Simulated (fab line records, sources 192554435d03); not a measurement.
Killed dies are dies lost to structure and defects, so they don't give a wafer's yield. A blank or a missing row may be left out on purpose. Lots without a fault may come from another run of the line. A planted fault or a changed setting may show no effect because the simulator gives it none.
Which tool did it? | flow n5_finfet | 9 lots, 25 wafers sampled, at 6 steps of a route of 1938

WHAT THE GAUGES READ, wafer by wafer
N5_BEOL_M4_RC_MEAS_101.
lot  | measured     | on        | DIBL_N (mV/V)
L282 | day 8 07:37  | prober-01 | 36.4 34.2 34.7
L284 | day 8 09:44  | prober-02 | 38.8 37.2 36.9
L289 | day 10 03:45 | prober-01 | 37.8 40.1 37.4
L292 | day 11 03:55 | prober-01 | 36.8 37.1 38.4
L293 | day 10 22:16 | prober-02 | 32.0 32.8
L294 | day 11 15:01 | prober-01 | 36.2 35.2 35.0
L295 | day 11 22:11 | prober-02 | 36.8 37.5
L299 | day 12 10:33 | prober-01 | 37.5 34.2 33.3
L303 | day 13 17:25 | prober-02 | 34.7 35.7 37.3

WHICH TOOL RAN EACH LOT (tool, then ch and the chambers of the sampled wafers, then the start)
lot  | N5_ILD0_CMP_07               | N5_ILD0_CMP_12               | N5_SDB_ETCH_18                    | N5_SDB_HM_OPEN_20                 | N5_SDB_STRIP_22
L282 | cmp-02 ch 1,2, day 3 19:38   | cmp-03 ch 1,2,3, day 3 23:30 | rie_diel-02 ch 1,2, day 4 00:35   | rie_diel-02 ch 1,2, day 4 00:45   | plasma_asher-02 ch 0,1, day 4 00:50
L284 | cmp-04 ch 0,2,3, day 4 10:02 | cmp-04 ch 0,2,3, day 4 13:14 | rie_diel-03 ch 1,2, day 4 14:08   | rie_diel-03 ch 1,2, day 4 14:18   | plasma_asher-01 ch 0,1, day 4 14:25
L289 | cmp-02 ch 0,1, day 5 15:34   | cmp-04 ch 0,1,3, day 5 18:59 | rie_diel-02 ch 0,2, day 5 19:55   | rie_diel-02 ch 0,2, day 5 20:04   | plasma_asher-01 ch 0,1, day 5 20:23
L292 | cmp-02 ch 1,2, day 6 07:49   | cmp-02 ch 1,2, day 6 11:05   | rie_diel-02 ch 0,3, day 6 12:20   | rie_diel-02 ch 0,3, day 6 12:30   | plasma_asher-02 ch 0,1, day 6 12:37
L293 | cmp-04 ch 0,3, day 6 14:58   | cmp-04 ch 0,1, day 6 18:11   | rie_diel-02 ch 1,2, day 6 19:31   | rie_diel-02 ch 1,2, day 6 19:41   | plasma_asher-02 ch 0,1, day 6 19:48
L294 | cmp-02 ch 0,1,3, day 6 21:57 | cmp-02 ch 0,2,3, day 7 01:12 | rie_diel-03 ch 1,2,3, day 7 02:18 | rie_diel-03 ch 1,2,3, day 7 02:28 | plasma_asher-01 ch 0,1, day 7 02:32
L295 | cmp-03 ch 1,2, day 7 05:58   | cmp-03 ch 2,3, day 7 09:10   | rie_diel-02 ch 0,2, day 7 10:02   | rie_diel-02 ch 0,2, day 7 10:12   | plasma_asher-01 ch 0,1, day 7 10:19
L299 | cmp-02 ch 0,2,3, day 8 07:19 | cmp-03 ch 0,1,2, day 8 10:37 | rie_diel-03 ch 0,1, day 8 11:53   | rie_diel-03 ch 0,1, day 8 12:02   | plasma_asher-02 ch 0,1, day 8 12:07
L303 | cmp-04 ch 0,3, day 9 01:44   | cmp-02 ch 0,1,3, day 9 05:04 | rie_diel-03 ch 1,2, day 9 05:55   | rie_diel-03 ch 1,2, day 9 06:05   | plasma_asher-01 ch 0,1, day 9 06:12
- N5_ILD0_CMP_07: polishes SiO2 flowable, stops on poly-Si, t overpolish 1.18 s, target thk 138.88 nm.
- N5_ILD0_CMP_12: polishes SiNx, stops on poly-Si, t overpolish 6 s, target thk 17.67 nm.
- N5_SDB_ETCH_18: etches SOC in N2/H2, target depth 100 nm, overetch 20 nm, time 150 s.
- N5_SDB_HM_OPEN_20: chemistry CH3F/O2, target SiNx, stops on poly-Si, target depth 24 nm.
- N5_SDB_STRIP_22: strips in N2/H2.

THE ANSWER, worked out from the rows above alone
Rule: what is usual is taken from the lots themselves. Put in order of their means at a reading, lots are off if they are a third of the lots or fewer, leave a main group of 4 or more, and stand apart from it by a gap of 3 or more times the standard deviation of the main group's means; of several such gaps the widest counts. A main group whose means are all the same, to the digits that the tables above print for the reading, isn't used. A lot without any number at a reading at which 4 lots or more have one is off too. The other lots that the step has rows for count as sound.
No lot is off at any reading shown: from this, nothing can be told.

WHAT THE SIMULATOR HAD PUT IN
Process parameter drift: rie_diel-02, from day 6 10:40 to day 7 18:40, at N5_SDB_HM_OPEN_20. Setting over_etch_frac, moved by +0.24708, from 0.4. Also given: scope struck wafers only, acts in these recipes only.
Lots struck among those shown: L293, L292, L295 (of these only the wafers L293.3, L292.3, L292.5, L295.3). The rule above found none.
